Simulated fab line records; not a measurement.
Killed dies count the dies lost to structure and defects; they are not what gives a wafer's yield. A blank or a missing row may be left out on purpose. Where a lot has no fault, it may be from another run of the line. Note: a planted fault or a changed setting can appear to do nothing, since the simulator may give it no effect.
A lot that was struck, set against a sound lot | flow n5-finfet | 33 out of 1938 route steps
Sound: the wafers L979.1, L979.3, L979.4. Struck: wafer L992.3; the same lot's L992.6 was not struck, so it is left out; see the end for the cause.
Order at every step that has rows: each side's tool, ch and its chambers, its first start. Under that, the readings that differ: sound wafers | struck wafers | difference of the means | sigmas: that difference in standard deviations of wafers without a fault.
alike: a reading whose means differ by less than 2 such deviations, as well as words and numbers matching on both sides. not compared: withheld readings; readings where some wafer has no value; bounds like >300 that might hide an equal value; numbers whose values overlap and for which the record gives no deviation.
The two part at a step that has a row with sigmas, a row that says differs or no value, or rows on one side only. When numbers do not overlap yet have no deviation, they are printed without sigmas and do not part them. Lack of a reading on every wafer of one side parts them only where that side has two or more wafers.

first, 8 steps without rows for these wafers: N5_BEOL_M9_ECD_50 (material Cu, target thk 318 nm); N5_BEOL_M9_ANNEAL_51 (time 90 s); N5_BEOL_M9_CMP_52 (polishes, stops on SiCOH lowk, t overpolish 7 s, target thk 140 nm); N5_BEOL_M9_PRE_CLEAN_55 (time 15 s); N5_BEOL_M9_DEP_56 (deposits SiCN from 3MS/NH3, target thk 15 nm, time 26.5 s); N5_BEOL_M10_ILD_DEP_00 (deposits SiCOH lowk from DEMS/porogen, target thk 308.51 nm, time 58 s); N5_BEOL_M10_CURE_71 (cures SiCOH lowk, time 240 s); N5_BEOL_M10_PECVD_70 (deposits SiO2 from TEOS/O2, target thk 20 nm, time 22.7 s).
N5_BEOL_M10_HM_DEP_02: deposits TiN, target thk 20 nm.
  struck on pvd-sputter-01, day 14 18:32; sound on pvd-sputter-01, day 11 11:34
  reading                                     | sound          | struck | difference | sigmas
  model.TiN_of_BEOL_M10_HM_DEP_02.thk-nm (nm) | 19.8 19.8 19.6 | 9.4    | -10.3      |
  alike: throttle-valve-pct
then, 13 steps without rows for these wafers: N5_BEOL_M10_COAT_59 (time 60 s, resist thk 100 nm); N5_BEOL_M10_COAT_60 (time 60 s, resist thk 30 nm); N5_BEOL_M10_COAT_05 (resist thk 90 nm); N5_BEOL_M10_EBR_07; N5_BEOL_M10_SOFTBAKE_06 (time 60 s); N5_BEOL_M10_EXPOSE_08 (exposes mask M10); N5_BEOL_M10_PEB_09 (peb time 60 s); N5_BEOL_M10_DEVELOP_10 (develop time 30 s); N5_BEOL_M10_DESCUM_16 (chemistry O2, time 7.9 s); N5_BEOL_M10_ETCH_61 (etches SiARC in CF4, target depth 39 nm, time 65 s); N5_BEOL_M10_ETCH_62 (etches SOC in N2/H2, target depth 110 nm, overetch 22 nm, time 165 s); N5_BEOL_M10_STRIP_68 (strips in N2/H2); N5_BEOL_M10_STRIP_67 (strips in CF4).
N5_BEOL_M10_HM_OPEN_17: chemistry Cl2/BCl3, target TiN, target depth 20 nm, overetch 6 nm.
  sound on rie-metal-02 ch 0,1, day 11 12:25; struck on rie-metal-01 ch 1, day 14 19:26
  reading                  | sound             | struck | difference | sigmas
  throttle-valve-pct (%)   | 22.69 22.67 22.39 | 23.07  | +0.49      | +2
  model.etch.depth-nm (nm) | 19.7 19.74 19.58  | 9.365  | -10.308    |
  alike: drypump-motor-current-A, oes_ar_750_au, oes-product-au
  not compared: rf-hours-counter-h
then, 9 steps without rows for these wafers: N5_BEOL_M10_STRIP_19 (strips in O2); N5_BEOL_M10_COAT_63 (time 60 s, resist thk 100 nm); N5_BEOL_M10_COAT_64 (time 60 s, resist thk 30 nm); N5_BEOL_M10_COAT_22 (resist thk 90 nm); N5_BEOL_M10_EBR_24; N5_BEOL_M10_SOFTBAKE_23 (time 60 s); N5_BEOL_M10_EXPOSE_25 (exposes mask V9); N5_BEOL_M10_PEB_26 (peb time 60 s); N5_BEOL_M10_DEVELOP_27 (develop time 30 s).
N5_BEOL_M10_TRENCH_ETCH_37: etches SiCOH lowk in C4F6/O2, target depth 148.83 nm, time 48 s.
  sound on rie-diel-04 ch 2,3; struck on rie-diel-02 ch 3
  reading                                     | sound          | struck | difference | sigmas
  showerhead-plenum-p-Torr (Torr)             | 2.78 2.77 2.78 | 3.00   | +0.22      | +2
  model.TiN_of_BEOL_M10_HM_DEP_02.thk-nm (nm) | 15.6 15.6 15.4 | 5.2    | -10.3      |
  alike: drypump-motor-current-A, oes_ar_750_au, oes_o_777_au, oes-product-au, rf-vpp-V, throttle-valve-pct
  not compared: rf-hours-counter-h

WHERE THEY PART
At N5_BEOL_M10_HM_OPEN_17 first; at N5_BEOL_M10_TRENCH_ETCH_37 last (within this record only).

WHY: what the simulator had put in
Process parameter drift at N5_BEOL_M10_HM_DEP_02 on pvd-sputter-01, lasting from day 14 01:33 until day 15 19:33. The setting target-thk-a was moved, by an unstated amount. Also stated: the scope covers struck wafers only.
